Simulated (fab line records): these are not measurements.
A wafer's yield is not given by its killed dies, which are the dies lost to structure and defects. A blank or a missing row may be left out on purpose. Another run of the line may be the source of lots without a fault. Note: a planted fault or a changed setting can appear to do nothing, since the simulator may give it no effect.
Struck lot and sound lot, side by side -- flow n5_finfet -- 15 steps out of a route of 1938
Sound: wafers L814.1, L814.4, L814.5. The struck wafers were L823.1, L823.2, L823.3. At the end, the cause is stated.
At each step with rows: each side's tool, then ch and its chambers, then its first start. Under that, the readings that differ: sound wafers -- struck wafers -- difference of the means -- sigmas: that difference in standard deviations of wafers without a fault.
alike: a reading whose means differ by less than 2 such deviations, as well as words and numbers matching on both sides. not compared: withheld readings; readings where some wafer has no value; bounds like >300 that might hide an equal value; numbers whose values overlap and for which the record gives no deviation.
Wherever a step has rows on one side only, a row that says differs or no value, or a row with sigmas, the two part there. Numbers that don't overlap but have no deviation are shown without sigmas and don't part them. A reading missing from all wafers of one side parts the sides only when that side holds two or more wafers.

N5_BEOL_M5_PRE_CLEAN_77: time 15 s.
  sound on cvd_co-01 ch 0,2, day 10 12:26; struck on cvd_co-02 ch 0,1,2, day 12 12:39
  alike: heater_power_w
N5_BEOL_M5_CO_CAP_78: material Co, precursor CCTBA/H2, target thk 2 nm, time 102.1 s.
  sound on cvd_co-01 ch 0,2, day 10 12:28; struck on cvd_co-02 ch 0,1,2, day 12 12:41
  alike: heater_power_w
then, 1 step without rows for these wafers: N5_BEOL_M5_PRE_CLEAN_55 (time 15 s).
N5_BEOL_M5_DEP_56: deposits SiCN from 3MS/NH3, target thk 8 nm, time 14 s.
  sound on pecvd-02 ch 0,2, day 10 12:36; struck on pecvd-01 ch 0,1,2, day 12 12:49
  alike: showerhead_plenum_p_Torr, throttle_valve_pct
N5_BEOL_M5_RS_MEAS_57: measurement is done with a four-point probe.
  sound on film_metro-01 at day 10 12:40; struck on film_metro-02 at day 12 12:52
  alike: M5_RS
N5_BEOL_M5_INSPECT_58: inspects for defects (darkfield).
  sound on defect_inspect-02 at day 10 12:42; struck on defect_inspect-02 at day 12 12:54
  alike: raw_defect_count
then, 1 step without rows for these wafers: N5_BEOL_M6_ILD_DEP_00 (deposits SiCOH lowk from DEMS/porogen, target thk 179.75 nm, time 33.4 s).
N5_BEOL_M6_CURE_74: cures SiCOH lowk, time 240 s.
  sound on uv_cure-01 ch 0, day 10 12:49; struck on uv_cure-03 ch 0, day 12 13:00
  alike: lamp_power_pct, wafer_temp_C_max
N5_BEOL_M6_THK_MEAS_01:
  sound on film_metro-02 at day 10 13:20; struck on film_metro-02 at day 12 13:31
  alike: M6_ILD_THK
N5_BEOL_M6_PECVD_70: deposits SiO2 from TEOS/O2, target thk 20 nm, time 22.7 s.
  sound on pecvd-03 ch 1,2, day 10 13:22; struck on pecvd-04 ch 0,1,2, day 12 13:33
  alike: heater_power_w, showerhead_plenum_p_Torr, throttle_valve_pct
then, 2 steps without rows for these wafers: N5_BEOL_M6_HM_DEP_02 (deposits TiN, target thk 20 nm); N5_BEOL_M6_COAT_59 (time 60 s, resist thk 100 nm).
N5_BEOL_M6_COAT_60: time 60 s, resist thk 35 nm.
  sound on litho_track-02 ch 0, day 10 16:02; struck on litho_track-04 ch 0, day 12 14:52
reading,sound,struck,difference,sigmas
heater_power_total_W (W),428.1 424.5 425.3,456.5 454.1 457.6,+30.1,+14
plate_temp_C (C),219.91 219.92 219.86,231.87 231.91 231.76,+11.95,+70
then, 1 step without rows for these wafers: N5_BEOL_M6_COAT_05 (resist thk 90 nm).
-- record jumps: 4 days separate the struck wafers' starts on either side; left off in module BEOL_M6, taken up again in module PASSIVATION, whose first shown step is the route's number 1936 --
N5_PASSIVATION_PROBE_49:
  sound on prober-02 at day 14 13:32; struck on prober-01 at day 16 14:38
  alike: defect_limited_yield, killed_at_M0_to_M3, killed_at_M4_up, killed_at_contacts, killed_at_front_end, killed_at_other, killed_dies, killed_open, killed_short, sort_bin_5_function, sort_bin_6_memory, sort_n_pass, sort_yield_pct

== WHERE THEY PART ==
Only at N5_BEOL_M6_COAT_60, as far as this record shows. Later steps at which nothing parts them and some readings are alike: N5_PASSIVATION_PROBE_49.

WHY: whatever the simulator had introduced
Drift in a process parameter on litho_track-04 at N5_BEOL_M6_COAT_60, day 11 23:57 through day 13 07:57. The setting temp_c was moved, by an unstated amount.
